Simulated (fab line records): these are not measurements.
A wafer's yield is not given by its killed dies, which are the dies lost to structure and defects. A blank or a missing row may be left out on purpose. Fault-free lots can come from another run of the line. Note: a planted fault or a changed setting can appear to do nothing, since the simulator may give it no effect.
What tool caused it? ; flow n5-finfet ; 11 lots with 28 wafers sampled at 3 steps, on a route of 1938 steps

## WHAT THE GAUGES SHOWED, per wafer
N5_BEOL_M9_OCD_MEAS_38.
lot;measured;on;trench-depth-nm (nm)
L138;day 10 18:38;ocd-01;151.1 149.2
L142;day 11 01:45;ocd-01;150.3 149.2
L143;day 11 22:42;ocd-02;150.1 147.3
L144;day 11 22:17;ocd-02;151.2 150.4
L145;day 11 22:46;ocd-01;149.7 149.1 149.9
L147;day 12 05:19;ocd-02;153.9 149.7 152.1
L146;day 12 04:54;ocd-01;153.5 153.4
L154;day 14 03:09;ocd-02;147.6 150.1 148.3
L153;day 14 10:49;ocd-01;137.9 141.0 136.9
L156;day 14 14:41;ocd-01;144.6 145.1 140.1
L157;day 15 03:33;ocd-02;146.4 149.4 148.9

## TOOL THAT RAN EACH LOT (tool first, then ch and the chambers of the sampled wafers, then the start)
lot;N5_BEOL_M9_STRIP_19;N5_BEOL_M9_TRENCH_ETCH_37
L138;rie-diel-03 ch 1,2, day 10 16:06;rie-diel-06 ch 0, day 10 18:28
L142;rie-diel-03 ch 2,3, day 11 00:23;rie-diel-03 ch 1,2, day 11 01:35
L143;rie-diel-03 ch 0,1, day 11 20:17;rie-diel-03 ch 0,2, day 11 22:32
L144;rie-diel-03 ch 0,2, day 11 20:29;rie-diel-03 ch 1,2, day 11 22:07
L145;rie-diel-06 ch 1,3, day 11 20:36;rie-diel-02 ch 0,2,3, day 11 22:35
L147;rie-diel-06 ch 1,3, day 12 03:14;rie-diel-06 ch 0,1,3, day 12 05:09
L146;rie-diel-03 ch 0,1, day 12 03:52;rie-diel-06 ch 1, day 12 04:43
L154;rie-diel-06 ch 0,2,3, day 14 02:12;rie-diel-02 ch 0,2, day 14 02:59
L153;rie-diel-03 ch 1,2,3, day 14 07:52;rie-diel-06 ch 2,3, day 14 10:38
L156;rie-diel-02 ch 2,3, day 14 11:47;rie-diel-06 ch 0,3, day 14 14:31
L157;rie-diel-02 ch 0,1, day 15 02:25;rie-diel-03 ch 0,1,2, day 15 03:22
- N5_BEOL_M9_STRIP_19: strips in O2.
- N5_BEOL_M9_TRENCH_ETCH_37: etches SiCOH lowk in C4F6/O2, target depth 151.43 nm, time 49 s.

## THE ANSWER, worked out from the rows above alone
Rule: the usual values come from the lots themselves. Put in order of their means at a reading, lots are off if they are a third of the lots or fewer, leave a main group of 4 or more, and stand apart from it by a gap of 3 or more times the standard deviation of the main group's means; of several such gaps the widest counts. Not used: any main group whose means are identical at the precision the tables above print for the reading. Also off: a lot with no number at a reading for which 4 or more lots have one. Where the step has rows for the other lots, those lots are counted as sound.
Off at N5_BEOL_M9_OCD_MEAS_38 (trench-depth-nm): L153, L156. The main group: mean 150.1 nm, standard deviation 1.6.
A tool fits if, at a process step before that reading, it ran every lot that is off, and no sound lot after the first of them. The gauges at N5_BEOL_M9_OCD_MEAS_38 are tried like those tools. This does not decide it: 2 tools fit, namely rie-diel-06 at N5_BEOL_M9_TRENCH_ETCH_37 and ocd-01 at N5_BEOL_M9_OCD_MEAS_38.

## WHAT WAS PUT IN BY THE SIMULATOR
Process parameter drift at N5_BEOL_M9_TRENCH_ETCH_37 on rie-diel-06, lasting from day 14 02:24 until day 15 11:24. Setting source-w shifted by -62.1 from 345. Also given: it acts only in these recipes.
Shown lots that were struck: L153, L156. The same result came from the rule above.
